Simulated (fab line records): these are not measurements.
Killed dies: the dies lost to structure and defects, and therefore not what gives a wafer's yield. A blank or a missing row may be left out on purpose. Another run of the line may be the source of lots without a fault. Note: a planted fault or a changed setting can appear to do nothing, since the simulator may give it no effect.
fab line records    flow nandHarc
record: lots: 6  wafers: 16  lastDay: 32
route steps=1302 shown A_ONON_D1@426 END@1302
lots untouched by any fault: they come from a run of this same line in which no faults occurred
startH: hours from the record's first day to the start of the lot's first wafer shown    waitH: how many hours have passed since the lot's step before this one    " same as the row above    L1.1+2: one row covering several wafers at once    - no value, or no start given    * or withheld: withheld    < > ~ a bound
route shown NAME@n: names a module that has steps shown in the file, with the first one's number in the route    usual: mean and standard deviation over wafers with no fault    same: alike in all rows    chamber/n: place in a boat    sites: per-site readings    _std_site: the standard deviation of these    _edge_site: mean of outer sites minus mean of inner sites    radiusMm: for every site, how far away it sits from the centre of the wafer    mask NAME#n: copy n    behind: tool/chamber where the wafer was last shaped    hold: what put the lot on hold/how long, in hours/how the hold closed    device: whichever transistor did not switch (one of n, p or np)    end of line: the route-end tests of the same wafers    for a step that has no rows: nothing shown but its recipe    killed: the dies lost at the first sort to structure and to defects; this is not the yield of the wafer    map: dies across one wafer; x = killed, . = not, _ = none there
set.NAME: the run value of the setting; set.NAME@STEP: its run value at that earlier step    model.NAME: the simulator's own value behind a step, which no gauge read
lots seen at some steps along the route; tables by step, rows by wafer
services: the hour from which a tool's chamber was out of use, counted from the record's first day as startH (under 0 if before that day), plus the number of hours and why
== steps ==
step: NHARC_A_ONON_D1_DEP_03
recipe: targetThkA: 10000  n2FlowSccm: 2750  n2oFlowSccm: 2000  nh3FlowSccm: 500  sih4FlowSccm: 210  tempC: 400
step: NHARC_A_ONON_D1_THK_MEAS_05
recipe: thkMeasGauge: ellipsometry
usual: thkNm: 1001/8.4
lot.wafer  tool          chamber  startH  waitH  thkNm
L956.1     filmMetro-01  -        164.39  -      989
L956.3     "             -        "       "      988
L956.4     "             -        "       "      988
L963.1     filmMetro-01  -        227.98  -      1007
L963.4     "             -        "       "      1007
L963.6     "             -        "       "      1008
L964.1     filmMetro-02  -        241.40  -      1003
L964.3     "             -        "       "      1005
L964.4     "             -        "       "      1003
L974.3     filmMetro-01  -        342.74  -      1000
L974.4     "             -        "       "      999
L975.2     filmMetro-02  -        352.53  -      1013
L975.5     "             -        "       "      1013
L975.6     "             -        "       "      1012
L977.1     filmMetro-01  -        364.91  -      1001
L977.2     "             -        "       "      1002
step: NHARC_A_ONON_D1_DEP_06
recipe: targetThkA: 10000  n2FlowSccm: 2750  n2oFlowSccm: 2000  nh3FlowSccm: 500  sih4FlowSccm: 210  tempC: 400
step: NHARC_A_ONON_D1_THK_MEAS_08
recipe: thkMeasGauge: ellipsometry
usual: thkNm: 999/11
lot.wafer  tool          chamber  startH  waitH  thkNm
L956.1     filmMetro-02  -        164.96  -      1001
L956.3     "             -        "       "      1000
L956.4     "             -        "       "      1000
L963.1     filmMetro-02  -        228.56  -      1017
L963.4     "             -        "       "      1018
L963.6     "             -        "       "      1020
L964.1     filmMetro-02  -        241.97  -      1002
L964.3     "             -        "       "      1004
L964.4     "             -        "       "      1004
L974.3     filmMetro-01  -        343.31  -      1001
L974.4     "             -        "       "      1001
L975.2     filmMetro-02  -        353.10  -      994
L975.5     "             -        "       "      996
L975.6     "             -        "       "      996
L977.1     filmMetro-02  -        365.47  -      994
L977.2     "             -        "       "      996
step: NHARC_A_ONON_D1_DEP_09
recipe: targetThkA: 10000  n2FlowSccm: 2750  n2oFlowSccm: 2000  nh3FlowSccm: 500  sih4FlowSccm: 210  tempC: 400
step: NHARC_A_ONON_D1_THK_MEAS_11
recipe: thkMeasGauge: ellipsometry
usual: thkNm: 999/8.2
lot.wafer  tool          chamber  startH  waitH  thkNm
L956.1     filmMetro-02  -        165.53  -      992
L956.3     "             -        "       "      993
L956.4     "             -        "       "      993
L963.1     filmMetro-02  -        229.12  -      993
L963.4     "             -        "       "      992
L963.6     "             -        "       "      992
L964.1     filmMetro-02  -        242.53  -      995
L964.3     "             -        "       "      993
L964.4     "             -        "       "      993
L974.3     filmMetro-01  -        343.87  -      1008
L974.4     "             -        "       "      1007
L975.2     filmMetro-02  -        353.66  -      1015
L975.5     "             -        "       "      1016
L975.6     "             -        "       "      1015
L977.1     filmMetro-02  -        366.04  -      1007
L977.2     "             -        "       "      1010
step: NHARC_A_ONON_D1_DEP_12
recipe: targetThkA: 10000  n2FlowSccm: 2750  n2oFlowSccm: 2000  nh3FlowSccm: 500  sih4FlowSccm: 210  tempC: 400
step: NHARC_A_ONON_D1_THK_MEAS_14
recipe: thkMeasGauge: ellipsometry
usual: thkNm: 999/11
lot.wafer  tool          chamber  startH  waitH  thkNm
L956.1     filmMetro-01  -        166.10  -      1012
L956.3     "             -        "       "      1014
L956.4     "             -        "       "      1013
L963.1     filmMetro-01  -        229.69  -      992
L963.4     "             -        "       "      997
L963.6     "             -        "       "      995
L964.1     filmMetro-02  -        243.10  -      995
L964.3     "             -        "       "      995
L964.4     "             -        "       "      996
L974.3     filmMetro-01  -        344.44  -      1009
L974.4     "             -        "       "      1012
L975.2     filmMetro-02  -        354.23  -      995
L975.5     "             -        "       "      995
L975.6     "             -        "       "      995
L977.1     filmMetro-01  -        366.60  -      996
L977.2     "             -        "       "      993
step: NHARC_A_ONON_D1_ANNEAL_15
recipe: tempC: 750  timeS: 3600
step: NHARC_A_ONON_D1_DEP_16
recipe: targetThkA: 10000  n2FlowSccm: 2750  n2oFlowSccm: 2000  nh3FlowSccm: 500  sih4FlowSccm: 210  tempC: 400
step: NHARC_A_ONON_D1_THK_MEAS_18
recipe: thkMeasGauge: ellipsometry
usual: thkNm: 999/8
lot.wafer  tool          chamber  startH  waitH  thkNm
L956.1     filmMetro-02  -        174.14  -      993
L956.3     "             -        "       "      991
L956.4     "             -        "       "      989
L963.1     filmMetro-02  -        237.49  -      1007
L963.4     "             -        "       "      1006
L963.6     "             -        "       "      1008
L964.1     filmMetro-02  -        250.89  -      1010
L964.3     "             -        "       "      1011
L964.4     "             -        "       "      1013
L974.3     filmMetro-01  -        354.43  -      990
L974.4     "             -        "       "      990
L975.2     filmMetro-01  -        361.83  -      994
L975.5     "             -        "       "      993
L975.6     "             -        "       "      994
L977.1     filmMetro-01  -        374.16  -      988
L977.2     "             -        "       "      988
step: NHARC_A_ONON_D1_DEP_19
recipe: targetThkA: 10000  n2FlowSccm: 2750  n2oFlowSccm: 2000  nh3FlowSccm: 500  sih4FlowSccm: 210  tempC: 400
lot.wafer   tool          chamber  startH  waitH
L956.1+3+4  pecvdOnon-04  0        174.20  0.1
L963.1+4+6  pecvdOnon-04  0        237.55  0.1
L964.1+3+4  pecvdOnon-01  0        250.95  0.1
L974.3+4    pecvdOnon-04  0        354.60  0.2
L975.2+5+6  pecvdOnon-01  0        361.95  0.1
L977.1+2    pecvdOnon-04  0        374.21  0.1
step: NHARC_A_ONON_D1_THK_MEAS_21
recipe: thkMeasGauge: ellipsometry
usual: thkNm: 996/11
lot.wafer  tool          chamber  startH  waitH  thkNm
L956.1     filmMetro-01  -        174.71  -      1005
L956.3     "             -        "       "      1005
L956.4     "             -        "       "      1004
L963.1     filmMetro-02  -        238.06  -      997
L963.4     "             -        "       "      998
L963.6     "             -        "       "      994
L964.1     filmMetro-01  -        251.47  -      1004
L964.3     "             -        "       "      1005
L964.4     "             -        "       "      1006
L974.3     filmMetro-01  -        355.00  -      679
L974.4     "             -        "       "      1009
L975.2     filmMetro-02  -        362.41  -      1003
L975.5     "             -        "       "      1002
L975.6     "             -        "       "      1003
L977.1     filmMetro-01  -        374.72  -      663
L977.2     "             -        "       "      993
step: NHARC_A_ONON_D1_DEP_22
recipe: targetThkA: 10000  n2FlowSccm: 2750  n2oFlowSccm: 2000  nh3FlowSccm: 500  sih4FlowSccm: 210  tempC: 400
step: NHARC_END_SORT_01
recipe: tempC: 25
usual: killedAtArray: 57/18  killedAtOther: 0.9/1.3  killedAtPeriphery: 3.5/2.2  killedDies: 62/18  killedOpen: 3.0/1.7  killedShort: 2.3/1.5
same: grossDies: 677
lot.wafer  tool       chamber  startH  waitH  killedAtArray  killedAtOther  killedAtPeriphery  killedDies  killedOpen  killedShort
L974.3     prober-01  0        734.67  3.1    670            1              6                  677         3           2
L975.2     prober-02  0        741.52  2.8    74             0              5                  79          3           6
L975.5     prober-02  0        743.92  3.7    83             1              2                  86          6           0
L975.6     prober-02  0        744.72  4.0    61             2              3                  66          5           2
L977.1     prober-01  0        761.81  2.5    673            0              4                  677         4           1
killed by level:class
L974.3 A_ONON_D1:areaDep=602 A_CHANNEL_HOLE_D2:chamberFilmFlake=33 A_CHANNEL_HOLE_D1:chamberFilmFlake=14 A_CONTACT:chamberFilmFlake=7 A_SLIT:chamberFilmFlake=5 P_GATE:chamberFilmFlake=3 A_STAIRCASE:chamberFilmFlake=3 A_WL_FILL:chamberFilmFlake=2
L975.2 A_CHANNEL_HOLE_D1:chamberFilmFlake=29 A_CHANNEL_HOLE_D2:chamberFilmFlake=29 A_STAIRCASE:chamberFilmFlake=3 A_M1:chamberFilmFlake=3 A_DECK1_JOINT:geometricParticle:short=2 P_ZERO_WELL:chamberFilmFlake=2 P_M1:geometricParticle:open=1 P_M2:geometricParticle:open=1
L975.5 A_CHANNEL_HOLE_D1:chamberFilmFlake=32 A_CHANNEL_HOLE_D2:chamberFilmFlake=27 A_SLIT:chamberFilmFlake=6 A_M1:chamberFilmFlake=5 A_CHANNEL_FILL_D2:chamberFilmFlake=3 A_CHANNEL_FILL_D2:geometricParticle:open=2 P_ZERO_WELL:chamberFilmFlake=2 A_STAIRCASE:chamberFilmFlake=2
L975.6 A_CHANNEL_HOLE_D1:chamberFilmFlake=29 A_CHANNEL_HOLE_D2:chamberFilmFlake=13 A_SLIT:chamberFilmFlake=5 A_M1:chamberFilmFlake=3 P_ZERO_WELL:chamberFilmFlake=2 A_STAIRCASE:chamberFilmFlake=2 A_CONTACT:chamberFilmFlake=2 THIN_TSV:chamberFilmFlake=2
L977.1 A_ONON_D1:areaDep=610 A_CHANNEL_HOLE_D1:chamberFilmFlake=24 A_CHANNEL_HOLE_D2:chamberFilmFlake=24 A_STAIRCASE:chamberFilmFlake=6 A_CONTACT:chamberFilmFlake=4 P_ZERO_WELL:chamberFilmFlake=2 P_M0:geometricParticle:open=1 P_M1:geometricParticle:open=1
map L974.3 (x killed, . not)
____________x____________
_________xxxxxxx_________
_______xxxxxxxxxxx_______
______xxxxxxxxxxxxx______
_____xxxxxxxxxxxxxxx_____
____xxxxxxxxxxxxxxxxx____
____xxxxxxxxxxxxxxxxx____
___xxxxxxxxxxxxxxxxxxx___
___xxxxxxxxxxxxxxxxxxx___
__xxxxxxxxxxxxxxxxxxxxx__
__xxxxxxxxxxxxxxxxxxxxx__
_xxxxxxxxxxxxxxxxxxxxxxx_
_xxxxxxxxxxxxxxxxxxxxxxx_
_xxxxxxxxxxxxxxxxxxxxxxx_
_xxxxxxxxxxxxxxxxxxxxxxx_
_xxxxxxxxxxxxxxxxxxxxxxx_
xxxxxxxxxxxxxxxxxxxxxxxxx
xxxxxxxxxxxxxxxxxxxxxxxxx
xxxxxxxxxxxxxxxxxxxxxxxxx
xxxxxxxxxxxxxxxxxxxxxxxxx
xxxxxxxxxxxxxxxxxxxxxxxxx
_xxxxxxxxxxxxxxxxxxxxxxx_
_xxxxxxxxxxxxxxxxxxxxxxx_
_xxxxxxxxxxxxxxxxxxxxxxx_
_xxxxxxxxxxxxxxxxxxxxxxx_
_xxxxxxxxxxxxxxxxxxxxxxx_
__xxxxxxxxxxxxxxxxxxxxx__
__xxxxxxxxxxxxxxxxxxxxx__
___xxxxxxxxxxxxxxxxxxx___
___xxxxxxxxxxxxxxxxxxx___
____xxxxxxxxxxxxxxxxx____
____xxxxxxxxxxxxxxxxx____
_____xxxxxxxxxxxxxxx_____
______xxxxxxxxxxxxx______
_______xxxxxxxxxxx_______
_________xxxxxxx_________
____________x____________
map L977.1 (x killed, . not)
____________x____________
_________xxxxxxx_________
_______xxxxxxxxxxx_______
______xxxxxxxxxxxxx______
_____xxxxxxxxxxxxxxx_____
____xxxxxxxxxxxxxxxxx____
____xxxxxxxxxxxxxxxxx____
___xxxxxxxxxxxxxxxxxxx___
___xxxxxxxxxxxxxxxxxxx___
__xxxxxxxxxxxxxxxxxxxxx__
__xxxxxxxxxxxxxxxxxxxxx__
_xxxxxxxxxxxxxxxxxxxxxxx_
_xxxxxxxxxxxxxxxxxxxxxxx_
_xxxxxxxxxxxxxxxxxxxxxxx_
_xxxxxxxxxxxxxxxxxxxxxxx_
_xxxxxxxxxxxxxxxxxxxxxxx_
xxxxxxxxxxxxxxxxxxxxxxxxx
xxxxxxxxxxxxxxxxxxxxxxxxx
xxxxxxxxxxxxxxxxxxxxxxxxx
xxxxxxxxxxxxxxxxxxxxxxxxx
xxxxxxxxxxxxxxxxxxxxxxxxx
_xxxxxxxxxxxxxxxxxxxxxxx_
_xxxxxxxxxxxxxxxxxxxxxxx_
_xxxxxxxxxxxxxxxxxxxxxxx_
_xxxxxxxxxxxxxxxxxxxxxxx_
_xxxxxxxxxxxxxxxxxxxxxxx_
__xxxxxxxxxxxxxxxxxxxxx__
__xxxxxxxxxxxxxxxxxxxxx__
___xxxxxxxxxxxxxxxxxxx___
___xxxxxxxxxxxxxxxxxxx___
____xxxxxxxxxxxxxxxxx____
____xxxxxxxxxxxxxxxxx____
_____xxxxxxxxxxxxxxx_____
______xxxxxxxxxxxxx______
_______xxxxxxxxxxx_______
_________xxxxxxx_________
____________x____________
== services ==
tool          chamber  startH  hours  kind
pecvdOnon-01  -        269.00  13.0   pm
pecvdOnon-04  -        311.20  13.0   pm
== key ==
firstSign: step: NHARC_A_ONON_D1_THK_MEAS_21  reading: thkNm  direction: down  sigmas: 30  usual: 996  struck: 671
effect: step: NHARC_END_SORT_01  reading: killedDies  direction: up  sigmas: 35  usual: 62  struck: 677
moreKillsBornAt: NHARC_A_ONON_D1_DEP_19@pecvdOnon-04: 1212
metAt NHARC_A_ONON_D1_DEP_19
struckWafers L974.3,L977.1
laterRowsLeftOut L974.3,L977.1
testerLeftOut L974,L977
onsetBetween 237.55 354.60
fault: kind: processParameterDrift  tool: pecvdOnon-04  chamber: -  onsetH: 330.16  steps: NHARC_A_ONON_D1_DEP_19  channel: targetThkA  offset: *  shape: step  endH: 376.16  scope: struckWafersOnly  actsIn: *  stated: *
testerLeftOut: of these lots the tester's yield and bins aren't shown, on N5 and GAA mostly nor the transistor test; their killed dies are dies lost to structure and defects alone, not to doping, threshold or leakage, so they don't give the yield
laterRowsLeftOut: the simulator's readings of these wafers behind a module that went badly wrong aren't trusted and aren't shown, but for the sort
